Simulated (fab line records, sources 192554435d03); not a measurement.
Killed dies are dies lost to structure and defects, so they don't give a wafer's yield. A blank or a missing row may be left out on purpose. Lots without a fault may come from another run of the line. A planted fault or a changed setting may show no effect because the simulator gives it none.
Chamber matching | flow n5_finfet | N5_FIN_SAQP_ETCH_65 on rie_si-04: 4 sister chambers
The step etches SiO2 in CF4, target depth 4 nm, time 4.4 s. 20 wafers are shown with their chamber, then 10 later ones without.

WAFERS WITH THEIR CHAMBER
wafer  | chamber | throttle_valve_pct (%) | drypump_motor_current_A (A) | oes_product_au (a.u.)
L079.1 | 3       | 21.91                  | 5.2                         | 1.034
L079.5 | 1       | 21.52                  | 5.6                         | 1.046
L079.6 | 0       | 21.69                  | 5.2                         | 1.032
L083.1 | 1       | 21.54                  | 5.6                         | 1.037
L083.2 | 3       | 21.93                  | 5.1                         | 1.035
L083.4 | 2       | 21.68                  | 5.5                         | 1.021
L084.1 | 0       | 21.69                  | 5.2                         | 1.029
L084.2 | 2       | 21.68                  | 5.6                         | 1.029
L084.3 | 3       | 21.92                  | 5.2                         | 1.028
L085.2 | 3       | 21.91                  | 5.2                         | 1.025
L085.3 | 0       | 21.70                  | 5.2                         | 1.029
L085.4 | 2       | 21.69                  | 5.6                         | 1.027
L086.2 | 2       | 21.69                  | 5.6                         | 1.020
L086.3 | 1       | 21.52                  | 5.6                         | 1.036
L086.5 | 0       | 21.69                  | 5.2                         | 1.032
L088.1 | 0       | 21.68                  | 5.2                         | 1.029
L088.3 | 3       | 21.92                  | 5.2                         | 1.016
L088.4 | 2       | 21.68                  | 5.6                         | 1.012
L090.2 | 1       | 21.54                  | 5.6                         | 1.048
L090.5 | 1       | 21.53                  | 5.6                         | 1.050

SIGNATURES (means of the wafers above)
reading                 | chamber 0 | chamber 1 | chamber 2 | chamber 3 | scatter within a chamber
throttle_valve_pct      | 21.6900   | 21.5300   | 21.6840   | 21.9180   | 0.00791
drypump_motor_current_A | 5.200     | 5.600     | 5.580     | 5.180     | 0.0316
oes_product_au          | 1.03020   | 1.04340   | 1.02180   | 1.02760   | 0.00609
Rule: a wafer's distance from a chamber is the root of the sum, over the readings, of the square of ((its reading less the chamber's mean) divided by the reading's scatter). The wafer belongs to the nearest chamber; if the next one is less than 2 further off, it can't be placed. The scatter: the root of (the sum of the squares of (reading less its chamber's mean) over the shown wafers, divided by (wafers less chambers)).

WAFERS WITHOUT THEIR CHAMBER
wafer  | throttle_valve_pct (%) | drypump_motor_current_A (A) | oes_product_au (a.u.)
L090.6 | 21.68                  | 5.2                         | 1.034
L091.2 | 21.68                  | 5.2                         | 1.021
L091.5 | 21.68                  | 5.5                         | 1.020
L091.6 | 21.51                  | 5.6                         | 1.034
L092.1 | 21.69                  | 5.2                         | 1.033
L092.4 | 21.67                  | 5.6                         | 1.036
L092.6 | 21.54                  | 5.6                         | 1.050
L095.1 | 21.69                  | 5.2                         | 1.040
L095.2 | 21.91                  | 5.2                         | 1.025
L095.4 | 21.53                  | 5.6                         | 1.054

WHICH CHAMBER EACH WENT THROUGH
wafer  | from the rows above | in truth
L090.6 | 0                   | 0
L091.2 | 0                   | 0
L091.5 | 2                   | 2
L091.6 | 1                   | 1
L092.1 | 0                   | 0
L092.4 | 2                   | 2
L092.6 | 1                   | 1
L095.1 | 0                   | 0
L095.2 | 3                   | 3
L095.4 | 1                   | 1
Placed correctly: 10 of 10. Can't be placed from these rows: 0. Placed wrongly: 0.
